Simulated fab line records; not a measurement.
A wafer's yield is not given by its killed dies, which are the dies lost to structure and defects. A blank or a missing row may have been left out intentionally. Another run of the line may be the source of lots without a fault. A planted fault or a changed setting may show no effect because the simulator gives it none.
Matching of chambers -- flow n5Finfet -- N5_BEOL_M1_ETCH_69 on rieDiel-01 has 4 sister chambers
The step etches SiARC in CF4, target depth 15.6 nm, time 26 s. 30 wafers are shown with their chamber, then 12 later ones without.

## WAFERS, EACH WITH ITS CHAMBER
wafer,chamber,drypumpMotorCurrentA (A),showerheadPlenumPTorr (Torr),throttleValvePct (%)
L076.3,3,4.7,2.12,15.88
L076.4,2,5.6,2.15,15.82
L076.6,3,4.7,2.12,15.88
L077.2,3,4.7,2.12,15.87
L077.4,0,5.0,2.24,15.90
L077.5,0,5.0,2.24,15.89
L079.1,0,5.0,2.23,15.88
L079.2,3,4.7,2.12,15.88
L079.6,1,5.2,2.21,15.69
L082.2,0,5.0,2.23,15.91
L082.3,3,4.7,2.11,15.90
L082.4,2,5.6,2.15,15.84
L081.2,2,5.5,2.15,15.83
L081.3,1,5.2,2.21,15.72
L081.5,1,5.2,2.21,15.69
L083.1,2,5.6,2.15,15.85
L083.2,0,5.0,2.23,15.92
L083.4,3,4.7,2.11,15.91
L084.1,2,5.6,2.14,15.84
L084.2,0,5.0,2.23,15.93
L084.4,3,4.7,2.11,15.92
L085.2,0,5.0,2.22,15.96
L085.4,3,4.7,2.11,15.95
L085.6,0,5.0,2.22,15.98
L088.2,2,5.5,2.14,15.89
L088.3,3,4.7,2.10,15.96
L088.5,3,4.7,2.10,15.95
L089.3,0,5.0,2.22,15.97
L089.5,2,5.6,2.14,15.90
L089.6,0,5.0,2.22,15.99

SIGNATURES (means of the wafers above)
reading,chamber 0,chamber 1,chamber 2,chamber 3,scatter within a chamber
drypumpMotorCurrentA,5.000,5.200,5.571,4.700,0.0234
showerheadPlenumPTorr,2.2280,2.2100,2.1457,2.1120,0.00705
throttleValvePct,15.9330,15.7000,15.8529,15.9100,0.0342
Rule: for a wafer and a chamber, the distance is found by dividing, reading by reading, the gap between the wafer's reading and the chamber's mean by the reading's scatter, squaring, summing and taking the root. If the next closest chamber is less than 2 further off than the closest, the wafer can't be placed; otherwise it belongs to the closest. The scatter: the root of (the sum of the squares of (reading less its chamber's mean) over the shown wafers, divided by (wafers less chambers)).

## WAFERS WITHOUT THEIR CHAMBER
wafer,drypumpMotorCurrentA (A),showerheadPlenumPTorr (Torr),throttleValvePct (%)
L087.1,5.0,2.22,15.95
L087.2,5.6,2.14,15.88
L087.3,4.7,2.10,15.95
L093.2,4.7,2.10,15.97
L093.3,5.6,2.13,15.91
L093.6,5.0,2.22,15.96
L086.3,5.6,2.13,15.91
L086.4,5.0,2.22,15.97
L086.5,4.7,2.10,15.96
L097.1,4.7,2.10,15.98
L097.3,5.6,2.13,15.91
L097.6,5.0,2.22,15.98

## THE CHAMBER EACH PASSED THROUGH
wafer,from the rows above,in truth
L087.1,0,0
L087.2,2,2
L087.3,3,3
L093.2,3,3
L093.3,2,2
L093.6,0,0
L086.3,2,2
L086.4,0,0
L086.5,3,3
L097.1,3,3
L097.3,2,2
L097.6,0,0
Correctly placed: 12 of 12. Can't be placed from these rows: 0. Placed wrongly: 0.
